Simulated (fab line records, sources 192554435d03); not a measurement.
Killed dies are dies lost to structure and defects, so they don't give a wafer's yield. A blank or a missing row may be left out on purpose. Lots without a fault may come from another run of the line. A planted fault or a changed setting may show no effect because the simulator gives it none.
fab line records | flow n5_finfet | part 2 of 2: steps 22 to 29 of 29
record lots=5 wafers=15 last_day=15
route steps=1938 shown BEOL_M9@1446 BEOL_M10@1470
lots that met no fault: from a run of the same line without faults
start_h: hours from the record's first day to the start of the lot's first wafer shown | wait_h: hours since the lot's step before | " the same as in the row above | L1.1+2: a row that stands for several wafers | - no value, or no start given | * or withheld: withheld | < > ~ a bound
route shown NAME@n: a module of which the file shows steps, and the number in the route of the first | usual: mean/standard deviation of fault-free wafers | same: alike in all rows | chamber/n: place in a boat | sites: the reading at each site | _std_site: their standard deviation | _edge_site: outer sites' mean less inner sites' | radius_mm: how far each site lies from the wafer's centre | mask NAME#n: copy n | behind: the tool/chamber that last shaped the wafer | hold: why the lot was held/for how many hours/how that ended | device: the transistor (n, p or np) that didn't switch | end of line: the same wafers' tests at the end of the route | a step without rows: its recipe alone | killed: dies lost to structure and defects at the first sort, not the wafer's yield | map: a wafer's dies, x killed, . not, _ none there
set.NAME: the setting as run; set.NAME@STEP: as run at that earlier step | model.NAME: the simulator's own value behind a step, which no gauge read
lots at some steps of the route; a table a step, a row a wafer
services: from which hour (start_h, from the record's first day; less than 0 if before it) a tool's chamber was out of use, for how many hours, and why
## steps
# step N5_BEOL_M9_DEP_56
# recipe material=SiCN target_thk_a=150 temp_c=withheld precursor=3MS/NH3 pressure_torr=3 rf_w=202 time_s=26.5
# usual showerhead_plenum_p_Torr=3.666/0.011 throttle_valve_pct=9.3/0.68
# columns lot.wafer tool chamber start_h wait_h showerhead_plenum_p_Torr throttle_valve_pct
L077.1 pecvd-01 0 224.97 0.0 3.657 9.3
L077.5 " 1 " " 3.648 10.0
L077.6 " 0 " " 3.656 9.1
L079.3 pecvd-04 1 231.45 0.0 3.668 10.5
L079.5 " 2 " " 3.668 8.1
L079.6 " 1 " " 3.666 10.7
L085.1 pecvd-01 2 281.65 0.0 3.662 8.3
L085.4 " 2 " " 3.657 8.3
L085.5 " 2 " " 3.658 8.2
L087.3 pecvd-03 0 290.94 0.0 3.687 9.5
L087.4 " 2 " " 3.674 9.1
L087.6 " 0 " " 3.680 9.8
L090.1 pecvd-03 2 313.68 0.0 3.670 9.1
L090.3 " 1 " " 3.671 9.4
L090.4 " 1 " " 3.682 9.7
# step N5_BEOL_M9_RS_MEAS_57
# recipe thk_meas_gauge=four-point-probe reads=Cu_of_BEOL_M9_ECD_50+Co_of_BEOL_M9_CVD_78+TaN_of_BEOL_M9_ALD_74
# usual M9_RS=0.1507/0.0028
# columns lot.wafer tool chamber start_h wait_h M9_RS[ohm/sq]
L077.1 film_metro-01 - 225.04 0.1 0.1473
L077.5 " - " " 0.1507
L077.6 " - " " 0.1467
L079.3 film_metro-01 - 231.52 0.1 0.1472
L079.5 " - " " 0.1515
L079.6 " - " " 0.1490
L085.1 film_metro-01 - 281.74 0.1 0.1530
L085.4 " - " " 0.1506
L085.5 " - " " 0.1526
L087.3 film_metro-02 - 291.02 0.1 0.1484
L087.4 " - " " 0.1467
L087.6 " - " " 0.1467
L090.1 film_metro-01 - 313.75 0.1 0.1459
L090.3 " - " " 0.1487
L090.4 " - " " 0.1482
# step N5_BEOL_M9_INSPECT_58
# recipe inspect_instrument=darkfield mode=post_dep
# usual raw_defect_count=62/20
# columns lot.wafer tool chamber start_h wait_h raw_defect_count
L077.1 defect_inspect-01 - 225.07 0.0 27
L077.5 " - " " 33
L077.6 " - " " 30
L079.3 defect_inspect-02 - 231.55 0.0 58
L079.5 " - " " 54
L079.6 " - " " 63
L085.1 defect_inspect-01 - 281.77 0.0 57
L085.4 " - " " 46
L085.5 " - " " 47
L087.3 defect_inspect-01 - 291.04 0.0 51
L087.4 " - " " 62
L087.6 " - " " 51
L090.1 defect_inspect-01 - 313.77 0.0 59
L090.3 " - " " 35
L090.4 " - " " 68
# step N5_BEOL_M10_ILD_DEP_00
# recipe material=SiCOH_lowk target_thk_a=3085.1 temp_c=300 precursor=DEMS/porogen pressure_torr=5 rf_w=500 time_s=58
# usual heater_power_w=316/40 showerhead_plenum_p_Torr=5.743/0.013 susceptor_temp_C=300.00/0.19 throttle_valve_pct=14.4/0.94
# columns lot.wafer tool chamber start_h wait_h heater_power_w showerhead_plenum_p_Torr susceptor_temp_C throttle_valve_pct
L077.1 pecvd-04 1 225.11 0.0 360 5.734 299.86 16.1
L077.5 " 0 " " 269 5.732 299.64 14.0
L077.6 " 1 " " 295 5.744 299.93 16.5
L079.3 pecvd-02 2 231.59 0.0 229 5.733 300.22 13.3
L079.5 " 0 " " 334 5.720 299.60 14.0
L079.6 " 1 " " 379 5.738 299.84 14.3
L085.1 pecvd-03 2 281.81 0.0 299 5.755 299.78 13.8
L085.4 " 1 " " 324 5.752 300.01 14.6
L085.5 " 2 " " 304 5.732 299.78 13.5
L087.3 pecvd-03 1 291.08 0.0 292 5.740 299.96 14.8
L087.4 " 2 " " 312 5.736 300.14 13.6
L087.6 " 1 " " 301 5.754 300.00 14.7
L090.1 pecvd-04 2 313.81 0.0 351 5.735 299.76 12.8
L090.3 " 0 " " 270 5.748 299.96 14.4
L090.4 " 2 " " 366 5.761 300.08 12.5
# step N5_BEOL_M10_CURE_71
# recipe temp_c=385 time_s=240 ambient=He/Ar material=SiCOH_lowk
# usual lamp_power_pct=52.31/0.059 wafer_temp_C_max=386.9/0.64
# columns lot.wafer tool chamber start_h wait_h lamp_power_pct wafer_temp_C_max
L077.1 uv_cure-02 0 225.21 0.1 52.30 385.8
L077.5 " 0 " " 52.36 386.1
L077.6 " 0 " " 52.28 385.6
L079.3 uv_cure-03 2 231.82 0.2 52.32 386.9
L079.5 " 2 " " 52.29 386.1
L079.6 " 2 " " 52.26 386.8
L085.1 uv_cure-01 2 281.90 0.1 52.42 386.7
L085.4 " 2 " " 52.35 386.4
L085.5 " 2 " " 52.35 386.1
L087.3 uv_cure-03 1 291.32 0.2 52.41 388.5
L087.4 " 1 " " 52.36 387.5
L087.6 " 1 " " 52.32 387.5
L090.1 uv_cure-01 1 313.89 0.0 52.22 387.6
L090.3 " 1 " " 52.25 386.6
L090.4 " 1 " " 52.26 387.1
# step N5_BEOL_M10_THK_MEAS_01
# recipe reads=SiCOH_lowk_of_BEOL_M10_ILD_DEP_00
# usual M10_ILD_THK=267/3.7
# columns lot.wafer tool chamber start_h wait_h M10_ILD_THK[nm]
L077.1 film_metro-01 - 225.73 0.4 265
L077.5 " - " " 264
L077.6 " - " " 269
L079.3 film_metro-01 - 232.18 0.3 261
L079.5 " - " " 267
L079.6 " - " " 265
L085.1 film_metro-02 - 282.41 0.4 268
L085.4 " - " " 273
L085.5 " - " " 275
L087.3 film_metro-02 - 291.67 0.3 268
L087.4 " - " " 272
L087.6 " - " " 272
L090.1 film_metro-01 - 314.40 0.4 264
L090.3 " - " " 260
L090.4 " - " " 267
# step N5_BEOL_M10_PECVD_70
# recipe material=SiO2 target_thk_a=200 temp_c=400 precursor=TEOS/O2 pressure_torr=5.5 rf_w=450 teos_flow_sccm=53.8 gas=O2 flow_sccm=3000 time_s=22.7
# usual heater_power_w=735/83 showerhead_plenum_p_Torr=8.79/0.042 susceptor_temp_C=400.01/0.2 throttle_valve_pct=23.0/1.3
# columns lot.wafer tool chamber start_h wait_h heater_power_w showerhead_plenum_p_Torr susceptor_temp_C throttle_valve_pct
L077.1 pecvd-03 2 225.76 0.0 727 8.79 399.89 21.7
L077.5 " 1 " " 753 8.80 399.88 24.0
L077.6 " 0 " " 701 8.89 399.74 23.9
L079.3 pecvd-03 1 232.21 0.0 800 8.82 400.15 23.9
L079.5 " 2 " " 626 8.83 400.26 21.8
L079.6 " 1 " " 782 8.82 399.95 23.7
L085.1 pecvd-02 2 282.45 0.0 648 8.73 399.81 21.7
L085.4 " 1 " " 834 8.82 399.92 22.8
L085.5 " 2 " " 651 8.75 399.60 22.0
L087.3 pecvd-03 0 291.70 0.0 751 8.90 399.86 24.0
L087.4 " 2 " " 611 8.79 399.97 22.1
L087.6 " 0 " " 761 8.90 399.83 24.0
L090.1 pecvd-04 0 314.44 0.0 693 8.75 399.83 22.7
L090.3 " 2 " " 722 8.78 400.23 20.3
L090.4 " 0 " " 704 8.77 399.72 22.7
# step N5_BEOL_M10_HM_DEP_02
# recipe material=TiN target_thk_a=200 temp_c=25 chamber_pressure_pa=0.49996
# usual substrate_temp_c=25.02/0.11 susceptor_temp_C=25.02/0.12 throttle_valve_pct=30.0/0.7
# columns lot.wafer tool chamber start_h wait_h substrate_temp_c susceptor_temp_C throttle_valve_pct
L077.1 pvd_sputter-02 - 226.95 1.2 24.90 24.90 29.0
L077.5 " - " " 24.94 24.87 29.0
L077.6 " - " " 25.12 25.15 30.4
L079.3 pvd_sputter-02 - 232.27 0.0 25.14 24.99 29.3
L079.5 " - " " 24.99 24.91 29.2
L079.6 " - " " 25.06 24.93 30.6
L085.1 pvd_sputter-03 - 282.77 0.3 25.03 24.89 30.4
L085.4 " - " " 25.30 25.01 29.2
L085.5 " - " " 25.05 25.09 30.3
L087.3 pvd_sputter-03 - 293.35 1.6 24.99 25.05 31.0
L087.4 " - " " 25.07 24.85 29.4
L087.6 " - " " 25.17 25.12 30.7
L090.1 pvd_sputter-03 - 314.75 0.3 24.99 25.11 30.3
L090.3 " - " " 25.15 25.16 29.0
L090.4 " - " " 25.03 25.09 31.2
## services
# columns tool chamber start_h hours kind
ald_metal-04 2 203.07 3.3 repair
cmp-03 - 203.68 0.3 repair
ecd_cu-01 - 204.71 3.2 repair
ecd_cu-02 - 209.48 5.5 repair
cmp-02 - 212.38 0.3 repair
ecd_cu-01 - 232.59 3.9 pm
uv_cure-01 - 237.49 3.4 pm
cmp-03 - 240.60 4.1 repair
ecd_cu-01 - 242.71 0.5 repair
cmp-03 - 253.55 4.0 pm
uv_cure-03 - 258.84 0.5 repair
rie_diel-05 - 261.73 0.6 repair
rie_diel-05 - 266.08 0.8 repair
cmp-03 - 274.21 0.6 repair
pecvd-01 0 275.08 15.7 repair
cmp-02 - 279.47 6.2 repair
ecd_cu-02 - 287.44 1.0 repair
pvd_sputter-02 - 288.44 40.3 repair
rie_diel-05 1 290.76 9.6 repair
pecvd-01 0 291.87 11.2 repair
cmp-03 - 294.05 3.7 repair
cvd_co-01 1 294.20 6.8 repair
pecvd-04 - 295.33 1.2 repair
cvd_co-02 2 309.02 3.3 repair
